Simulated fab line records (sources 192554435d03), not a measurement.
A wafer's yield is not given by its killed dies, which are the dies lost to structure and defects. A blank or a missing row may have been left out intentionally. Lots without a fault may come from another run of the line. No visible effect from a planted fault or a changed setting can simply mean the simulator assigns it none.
fab line records | flow n5-finfet
record lots=7 | wafers=20 | last-day=19
route steps=1938 shown START@1 ZERO_LAYER@2 PASSIVATION@1936
lots untouched by any fault: they come from a run of this same line in which no faults occurred
start-h: hours from the record's opening day to when the first of the lot's shown wafers began | wait-h: hours elapsed since this lot's preceding step | " the same as in the row above | L1.1+2: one row covering several wafers at once | - no value, or no start was given | * or withheld: withheld | < > ~ a bound
route shown NAME@n: a module of which the file shows steps, and the number in the route of the first | usual: average and standard deviation across the fault-free wafers | same: alike in all rows | chamber/n: place in a boat | sites: each site's reading | _std_site: standard deviation of those values | _edge_site: outer sites' mean less inner sites' | radius-mm: for every site, how far away it sits from the centre of the wafer | mask NAME#n: copy n | behind: the last tool/chamber to shape the wafer | hold: why the lot went on hold/how many hours it stayed there/how the hold came to an end | device: the n, p or np transistor that did not switch | end of line: the same wafers' tests at the end of the route | a step without rows: its recipe alone | killed: at the first sort, the dies lost to defects and structure; wafer yield is something else | map: dies across one wafer; x = killed, . = not, _ = none there
set.NAME: the run value of the setting; set.NAME@STEP: its run value at that earlier step | model.NAME: the simulator's own value behind a step, which no gauge read
lots seen at some steps along the route; tables by step, rows by wafer
services: when a tool's chamber went out of use (start-h, in hours from the record's first day, below 0 if earlier), for how many hours, and the reason
## steps
# step N5_START_INSPECT_01
# recipe inspect-instrument=unpatterned-scan | mode=incoming
# usual raw-defect-count=5.6/2.2
lot.wafer | tool              | chamber | start-h | wait-h | raw-defect-count
L471.1    | defect-inspect-01 | -       | 60.03   | -      | 4
L471.3    | "                 | -       | "       | "      | 6
L471.5    | "                 | -       | "       | "      | 5
L473.2    | defect-inspect-01 | -       | 72.03   | -      | 6
L473.4    | "                 | -       | "       | "      | 6
L473.6    | "                 | -       | "       | "      | 6
L475.2    | defect-inspect-02 | -       | 84.03   | -      | 5
L475.3    | "                 | -       | "       | "      | 7
L475.6    | "                 | -       | "       | "      | 2
L479.3    | defect-inspect-01 | -       | 108.03  | -      | 3
L479.4    | "                 | -       | "       | "      | 6
L481.2    | defect-inspect-02 | -       | 120.03  | -      | 5
L481.3    | "                 | -       | "       | "      | 11
L481.5    | "                 | -       | "       | "      | 7
L484.1    | defect-inspect-01 | -       | 138.03  | -      | 3
L484.3    | "                 | -       | "       | "      | 2
L484.6    | "                 | -       | "       | "      | 7
L485.2    | defect-inspect-01 | -       | 144.03  | -      | 4
L485.3    | "                 | -       | "       | "      | 8
L485.4    | "                 | -       | "       | "      | 5
# step N5_ZERO_LAYER_PRECLEAN_00
# recipe chemistry=SPM | time-s=600 | temp-c=120 | mix=4:1
# step N5_ZERO_LAYER_SRD_01
# recipe time-s=30 | temp-c=23 | rinse-liquid=diw | dry=n2-spin | spin-rpm=1500 | dry-time-s=30
# step N5_ZERO_LAYER_PECVD_02
# recipe material=SiO2 | target-thk-a=100 | temp-c=400 | precursor=SiH4/N2O | pressure-torr=0.75 | rf-w=275 | time-s=6
# usual heater-power-outer-w=465/67 | heater-power-w=773/78 | showerhead-plenum-p-Torr=8.09/0.14
lot.wafer | tool     | chamber | start-h | wait-h | heater-power-outer-w | heater-power-w | showerhead-plenum-p-Torr | model.SiO2_of_ZERO_LAYER_PECVD_02.thk-nm
L471.1    | pecvd-03 | 2       | 60.28   | 0.0    | 330                  | 649            | 8.11                     | 9.964
L471.3    | "        | 0       | "       | "      | 548                  | 851            | 7.97                     | 9.807
L471.5    | "        | 1       | "       | "      | 456                  | 778            | 8.11                     | 9.964
L473.2    | pecvd-01 | 1       | 72.28   | 0.0    | 515                  | 842            | 8.15                     | 9.896
L473.4    | "        | 2       | "       | "      | 430                  | 652            | 7.97                     | 10.04
L473.6    | "        | 1       | "       | "      | 505                  | 834            | 8.15                     | 9.848
L475.2    | pecvd-01 | 0       | 84.28   | 0.0    | 445                  | 733            | 7.97                     | 13.82
L475.3    | "        | 2       | "       | "      | 442                  | 645            | 7.99                     | 9.924
L475.6    | "        | 2       | "       | "      | 424                  | 649            | 7.97                     | 10.07
L479.3    | pecvd-01 | 2       | 108.49  | 0.1    | 500                  | 725            | 7.94                     | 9.887
L479.4    | "        | 1       | "       | "      | 507                  | 863            | 8.14                     | 13.6
L481.2    | pecvd-01 | 2       | 120.28  | 0.0    | 457                  | 715            | 7.97                     | 13.58
L481.3    | "        | 1       | "       | "      | 564                  | 909            | 8.12                     | 10
L481.5    | "        | 2       | "       | "      | 476                  | 709            | 7.96                     | 10.06
L484.1    | pecvd-03 | 0       | 138.28  | 0.0    | 526                  | 836            | 7.97                     | 9.917
L484.3    | "        | 1       | "       | "      | 446                  | 776            | 8.10                     | 9.803
L484.6    | "        | 2       | "       | "      | 314                  | 643            | 8.13                     | 9.873
L485.2    | pecvd-03 | 2       | 144.28  | 0.0    | 389                  | 724            | 8.11                     | 9.837
L485.3    | "        | 0       | "       | "      | 529                  | 853            | 7.99                     | 9.87
L485.4    | "        | 1       | "       | "      | 431                  | 759            | 8.11                     | 9.965
# step N5_ZERO_LAYER_HMDS_04
# recipe time-s=60 | temp-c=120
# step N5_PASSIVATION_PROBE_49
# usual killed_at_M0_to_M3=34/9.1 | killed_at_M4_up=14/5.8 | killed-at-contacts=13/6 | killed-at-front-end=38/10 | killed-at-other=3.2/2.7 | killed-dies=102/14 | killed-open=68/11 | killed-short=32/7.2
# same gross-dies=1180 | killed-at-back-side=0
lot.wafer | tool      | chamber | start-h | wait-h | killed_at_M0_to_M3 | killed_at_M4_up | killed-at-contacts | killed-at-front-end | killed-at-other | killed-dies | killed-open | killed-short
L471.1    | prober-01 | -       | 391.45  | 0.0    | 34                 | 11              | 8                  | 43                  | 5               | 101         | 66          | 28
L471.3    | prober-01 | -       | 391.55  | 0.1    | 23                 | 14              | 13                 | 26                  | 9               | 85          | 53          | 28
L471.5    | prober-01 | -       | 391.65  | 0.2    | 29                 | 11              | 13                 | 42                  | 3               | 98          | 77          | 21
L473.2    | prober-01 | -       | 411.07  | 0.1    | 53                 | 16              | 10                 | 27                  | 2               | 108         | 72          | 36
L473.4    | prober-01 | -       | 411.17  | 0.2    | 37                 | 12              | 4                  | 33                  | 0               | 86          | 54          | 25
L473.6    | prober-01 | -       | 411.27  | 0.3    | 40                 | 12              | 7                  | 28                  | 5               | 92          | 57          | 33
L475.2    | prober-02 | -       | 424.26  | 0.1    | 25                 | 13              | 8                  | 39                  | 0               | 85          | 56          | 27
L475.3    | prober-02 | -       | 424.31  | 0.1    | 48                 | 7               | 10                 | 56                  | 4               | 125         | 84          | 38
L475.6    | prober-02 | -       | 424.46  | 0.3    | 42                 | 7               | 5                  | 40                  | 6               | 100         | 61          | 34
L479.3    | prober-01 | -       | 442.31  | 0.4    | 39                 | 4               | 15                 | 35                  | 4               | 97          | 57          | 37
L479.4    | prober-01 | -       | 442.36  | 0.5    | 18                 | 11              | 16                 | 50                  | 8               | 103         | 58          | 41
L481.2    | prober-01 | -       | 453.55  | 0.1    | 44                 | 8               | 11                 | 41                  | 4               | 108         | 74          | 33
L481.3    | prober-01 | -       | 453.60  | 0.1    | 44                 | 12              | 13                 | 41                  | 0               | 110         | 66          | 39
L481.5    | prober-01 | -       | 453.70  | 0.2    | 33                 | 18              | 21                 | 38                  | 2               | 112         | 73          | 35
L484.1    | prober-01 | -       | 455.91  | 0.0    | 28                 | 18              | 17                 | 43                  | 0               | 106         | 63          | 39
L484.3    | prober-01 | -       | 456.01  | 0.1    | 33                 | 10              | 15                 | 34                  | 1               | 93          | 55          | 38
L484.6    | prober-01 | -       | 456.16  | 0.3    | 35                 | 18              | 7                  | 49                  | 2               | 111         | 71          | 35
L485.2    | prober-01 | -       | 465.70  | 0.1    | 26                 | 10              | 9                  | 43                  | 2               | 90          | 58          | 30
L485.3    | prober-01 | -       | 465.75  | 0.1    | 46                 | 21              | 12                 | 57                  | 1               | 137         | 89          | 47
L485.4    | prober-01 | -       | 465.80  | 0.2    | 49                 | 12              | 17                 | 34                  | 4               | 116         | 69          | 44
# killed by level:class
L471.1 BEOL_M2:geometric-particle:open=8 GATE_CUT:geometric-particle:short=7 BEOL_M0_SAQP:geometric-particle:open=7 BEOL_M1:geometric-particle:open=7 FIN_SAQP:geometric-particle:short=6 MOL_CONTACT_COAG:geometric-particle:open=6 BEOL_M4:geometric-particle:open=6 FIN_SAQP:geometric-particle:open=5
L471.3 MOL_CONTACT_COAG:geometric-particle:open=10 FIN_SAQP:geometric-particle:short=9 BEOL_M4:geometric-particle:open=8 BEOL_M3:geometric-particle:open=6 DUMMY_GATE:geometric-particle:open=5 BEOL_M0_SAQP:geometric-particle:open=4 MOL_CONTACT_COAG:geometric-particle:short=3 BEOL_M0:geometric-particle:open=3
L471.5 MOL_CONTACT_COAG:geometric-particle:open=12 BEOL_M3:geometric-particle:open=10 GATE_CUT:geometric-particle:open=7 GATE_CUT:geometric-particle:short=6 STARTING-WAFER:geometric-particle:open=6 FIN_SAQP:geometric-particle:open=5 BEOL_M0_SAQP:geometric-particle:open=5 BEOL_M2:geometric-particle:open=5
L473.2 BEOL_M0_SAQP:geometric-particle:open=16 BEOL_M2:geometric-particle:open=16 BEOL_M0_SAQP:geometric-particle:short=10 MOL_CONTACT_COAG:geometric-particle:open=8 BEOL_M4:geometric-particle:open=8 FIN_SAQP:geometric-particle:short=6 FIN_SAQP:geometric-particle:open=4 DUMMY_GATE:geometric-particle:open=4
L473.4 BEOL_M0_SAQP:geometric-particle:open=9 FIN_SAQP:geometric-particle:open=8 HKMG_FIN:area-etch=7 BEOL_M0_SAQP:geometric-particle:short=6 BEOL_M1:geometric-particle:open=6 BEOL_M2:geometric-particle:open=5 DUMMY_GATE:geometric-particle:open=4 BEOL_M4:geometric-particle:open=4
L473.6 BEOL_M0_SAQP:geometric-particle:open=11 FIN_SAQP:geometric-particle:short=9 BEOL_M0_SAQP:geometric-particle:short=8 BEOL_M3:geometric-particle:open=7 BEOL_M4:geometric-particle:open=6 MOL_CONTACT_COAG:geometric-particle:open=5 BEOL_M1:geometric-particle:open=5 BEOL_M2:geometric-particle:open=5
L475.2 STI_FIN_REVEAL:geometric-particle:open=13 MOL_CONTACT_COAG:geometric-particle:open=8 BEOL_M0_SAQP:geometric-particle:open=7 DUMMY_GATE:geometric-particle:open=6 BEOL_M0_SAQP:geometric-particle:short=6 FIN_SAQP:geometric-particle:open=4 GATE_CUT:geometric-particle:short=4 BEOL_M2:geometric-particle:short=3
L475.3 FIN_SAQP:geometric-particle:open=20 BEOL_M0_SAQP:geometric-particle:short=14 STI_FIN_REVEAL:geometric-particle:open=12 MOL_CONTACT_COAG:geometric-particle:open=10 BEOL_M0_SAQP:geometric-particle:open=9 BEOL_M2:geometric-particle:open=9 DUMMY_GATE:geometric-particle:open=6 BEOL_M1:geometric-particle:open=5
L475.6 STI_FIN_REVEAL:geometric-particle:open=11 BEOL_M0_SAQP:geometric-particle:open=9 BEOL_M3:geometric-particle:open=8 BEOL_M0_SAQP:geometric-particle:short=8 BEOL_M1:geometric-particle:open=5 STARTING-WAFER:geometric-particle:open=5 FIN_SAQP:geometric-particle:open=4 FIN_SAQP:geometric-particle:short=4
L479.3 MOL_CONTACT_COAG:geometric-particle:open=13 BEOL_M0_SAQP:geometric-particle:short=12 GATE_CUT:geometric-particle:short=9 BEOL_M2:geometric-particle:open=7 FIN_SAQP:geometric-particle:open=5 FIN_SAQP:geometric-particle:short=4 GATE_CUT:geometric-particle:open=4 BEOL_M0_SAQP:geometric-particle:open=4
L479.4 MOL_CONTACT_COAG:geometric-particle:open=14 FIN_SAQP:geometric-particle:short=13 FIN_SAQP:geometric-particle:open=9 GATE_CUT:geometric-particle:short=7 BEOL_M0_SAQP:geometric-particle:short=5 PAD_METAL:geometric-particle:open=5 STI_FIN_REVEAL:geometric-particle:open=4 PASS1_CAP:geometric-particle:short=3
L481.2 BEOL_M1:geometric-particle:open=16 FIN_SAQP:geometric-particle:open=14 MOL_CONTACT_COAG:geometric-particle:open=8 FIN_SAQP:geometric-particle:short=7 BEOL_M0_SAQP:geometric-particle:short=6 BEOL_M0_SAQP:geometric-particle:open=5 BEOL_M3:geometric-particle:short=5 BEOL_M4:geometric-particle:open=5
L481.3 MOL_CONTACT_COAG:geometric-particle:open=12 FIN_SAQP:geometric-particle:open=11 BEOL_M0_SAQP:geometric-particle:short=9 BEOL_M1:geometric-particle:open=9 FIN_SAQP:geometric-particle:short=8 DUMMY_GATE:geometric-particle:open=7 BEOL_M2:geometric-particle:open=6 GATE_CUT:geometric-particle:short=5
L481.5 MOL_CONTACT_COAG:geometric-particle:open=19 FIN_SAQP:geometric-particle:open=10 BEOL_M4:geometric-particle:open=10 BEOL_M1:geometric-particle:open=9 FIN_SAQP:geometric-particle:short=8 BEOL_M0_SAQP:geometric-particle:open=8 GATE_CUT:geometric-particle:short=6 BEOL_M0_SAQP:geometric-particle:short=5
L484.1 MOL_CONTACT_COAG:geometric-particle:open=12 FIN_SAQP:geometric-particle:open=8 STI_FIN_REVEAL:geometric-particle:open=7 GATE_CUT:geometric-particle:short=7 BEOL_M3:geometric-particle:short=6 BEOL_M4:geometric-particle:open=5 MOL_CONTACT_COAG:geometric-particle:short=5 BEOL_M2:geometric-particle:short=5
L484.3 MOL_CONTACT_COAG:geometric-particle:open=13 BEOL_M0_SAQP:geometric-particle:short=9 BEOL_M0_SAQP:geometric-particle:open=9 GATE_CUT:geometric-particle:short=8 BEOL_M2:geometric-particle:open=7 FIN_SAQP:geometric-particle:open=5 FIN_SAQP:geometric-particle:short=4 DUMMY_GATE:geometric-particle:open=4
L484.6 DUMMY_GATE:geometric-particle:open=12 FIN_SAQP:geometric-particle:short=9 BEOL_M2:geometric-particle:open=9 BEOL_M0_SAQP:geometric-particle:short=8 BEOL_M4:geometric-particle:open=6 STI_FIN_REVEAL:geometric-particle:open=5 GATE_CUT:geometric-particle:short=5 MOL_CONTACT_COAG:geometric-particle:open=5
L485.2 STI_FIN_REVEAL:geometric-particle:open=17 BEOL_M2:geometric-particle:open=8 MOL_CONTACT_COAG:geometric-particle:open=6 STI_FIN_REVEAL:geometric-particle:short=5 BEOL_M4:geometric-particle:open=5 FIN_SAQP:geometric-particle:short=4 DUMMY_GATE:geometric-particle:open=4 BEOL_M0_SAQP:geometric-particle:short=4
L485.3 STI_FIN_REVEAL:geometric-particle:open=28 FIN_SAQP:geometric-particle:short=12 MOL_CONTACT_COAG:geometric-particle:open=11 BEOL_M0_SAQP:geometric-particle:short=11 BEOL_M0_SAQP:geometric-particle:open=9 BEOL_M4:geometric-particle:open=9 BEOL_M1:geometric-particle:open=7 BEOL_M2:geometric-particle:open=6
L485.4 MOL_CONTACT_COAG:geometric-particle:open=12 BEOL_M0_SAQP:geometric-particle:short=10 BEOL_M0_SAQP:geometric-particle:open=9 STI_FIN_REVEAL:geometric-particle:open=9 BEOL_M3:geometric-particle:open=9 FIN_SAQP:geometric-particle:short=8 BEOL_M2:geometric-particle:short=8 BEOL_M2:geometric-particle:open=7
## services
tool     | chamber | start-h | hours | kind
pecvd-03 | 0       | 68.93   | 2.1   | scheduled-down
pecvd-03 | 1       | 83.20   | 5.5   | scheduled-down
pecvd-01 | 0       | 90.81   | 2.1   | scheduled-down
pecvd-01 | 0       | 105.33  | 26.3  | repair
pecvd-01 | 1       | 109.59  | 5.5   | scheduled-down
pecvd-01 | 1       | 132.53  | 6.7   | repair
## key
first-sign none at tools or gauges
model-effect step=N5_ZERO_LAYER_PECVD_02 | value=SiO2_of_ZERO_LAYER_PECVD_02.thk-nm | without=9.936 | struck=13.67
met-at N5_ZERO_LAYER_PECVD_02
struck-wafers L475.2,L479.4,L481.2
tester-left-out L475,L479,L481
onset-between 72.28 84.28
fault kind=process-parameter-drift | tool=pecvd-01 | chamber=- | onset-h=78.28 | steps=N5_ZERO_LAYER_PECVD_02 | channel=time-s | offset=* | shape=step | end-h=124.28 | scope=struck-wafers-only | acts-in=* | stated=*
# tester-left-out: of these lots the tester's yield and bins aren't shown, on N5 and GAA mostly nor the transistor test; their killed dies are dies lost to structure and defects alone, not to doping, threshold or leakage, so they don't give the yield
